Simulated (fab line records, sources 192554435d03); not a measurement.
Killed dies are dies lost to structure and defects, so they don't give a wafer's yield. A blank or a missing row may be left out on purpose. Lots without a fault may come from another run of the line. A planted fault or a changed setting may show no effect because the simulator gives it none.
Problem report in the 8D (eight disciplines) form, filled by code | flow n5_finfet | the parts of the form that need people (team, actions taken, sign-off) are left out

1. THE PROBLEM
rf_fwd_power_W at N5_FIN_SAQP_MANDREL_ETCH_58 reads a mean of 989 W on 6 wafers of 2 lots; wafers without a fault read 794 W with a standard deviation of 3.6. That is +54 standard deviations from the usual mean.
The step: etches a-Si in HBr/Cl2, stops on SiNx, target depth 45 nm, bt time 10 s, time 27 s.
First seen on wafer L973.2, day 5 03:18, on rie_si-05. The record holds 27 wafers of 9 lots with a number at this step. Rule for "out", or "out of limits": more than 4 standard deviations from the usual mean. The other wafers with a number count as sound.

2. WHAT IT IS AND WHAT IT IS NOT
question                    | is                     | is not
which readings at this step | rf_fwd_power_W         | chamber_pressure_mTorr, drypump_motor_current_A, oes_product_au, throttle_valve_pct
which lots                  | L973, L974             | L963, L965, L968, L971, L980, L981, L984
which wafers of those lots  | all that have a number | -
read on which tools         | rie_si-05              | rie_si-02, rie_si-06
when                        | from day 5 03:18       | up to then (12 sound wafers); but 9 sound wafers of L980, L981, L984 came after

3. SUSPECTS, AND WHAT RULES EACH OUT
Counting: a tool at a process step up to the reading stays a suspect if it ran every lot that is out and no sound lot after the first of them.
- rie_diel-04 at N5_FIN_SAQP_SPACER1_ETCHBACK_25 (etches SiO2 in CHF3/O2, target depth 24.4 nm, time 12.2 s): ruled out as a lasting fault. Sound lots L980, L984 ran on it after its first lot that is out, L973 (day 5 02:55).
- rie_si-05 at N5_FIN_SAQP_ETCH_65 (etches SiO2 in CF4, target depth 4 nm, time 4.4 s): ruled out as a lasting fault. Sound lots L984 ran on it after its first lot that is out, L973 (day 5 03:16).
- rie_si-05 at N5_FIN_SAQP_MANDREL_ETCH_58 (etches a-Si in HBr/Cl2, stops on SiNx, target depth 45 nm, bt time 10 s, time 27 s): ruled out as a lasting fault. Sound lots L984 ran on it after its first lot that is out, L973 (day 5 03:18).
Left after counting: nothing in the record.

4. THE CAUSE (what the simulator had put in)
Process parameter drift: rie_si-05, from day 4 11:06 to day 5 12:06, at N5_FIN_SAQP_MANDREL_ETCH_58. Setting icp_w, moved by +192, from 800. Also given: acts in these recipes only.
Counting ruled it out, wrongly.

5. THE CHAIN OF EFFECTS, in route order
Each row: a reading whose mean over the struck wafers that have a number lies more than 3 standard deviations from the usual. Only readings for which the record gives a usual standard deviation are gone through. hours: the time from each lot's start at the first step in this table that gives one to its start at this step, as a median over the lots. sigmas: the change in usual standard deviations.
hours | step                        | reading        | usual | on struck wafers | change | sigmas
0     | N5_FIN_SAQP_MANDREL_ETCH_58 | rf_fwd_power_W | 794 W | 989              | +195   | +54
The process steps in it:
- N5_FIN_SAQP_MANDREL_ETCH_58: etches a-Si in HBr/Cl2, stops on SiNx, target depth 45 nm, bt time 10 s, time 27 s.
Later measuring or inspecting steps at which every struck wafer that the step has a row for has a number for every such reading, and none has moved that far: N5_BEOL_M4_RC_MEAS_101.

6. WHAT WOULD HAVE CAUGHT IT SOONER
In this record the first reading out of limits was taken at day 5 03:18, 16 hours after the fault began at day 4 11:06.
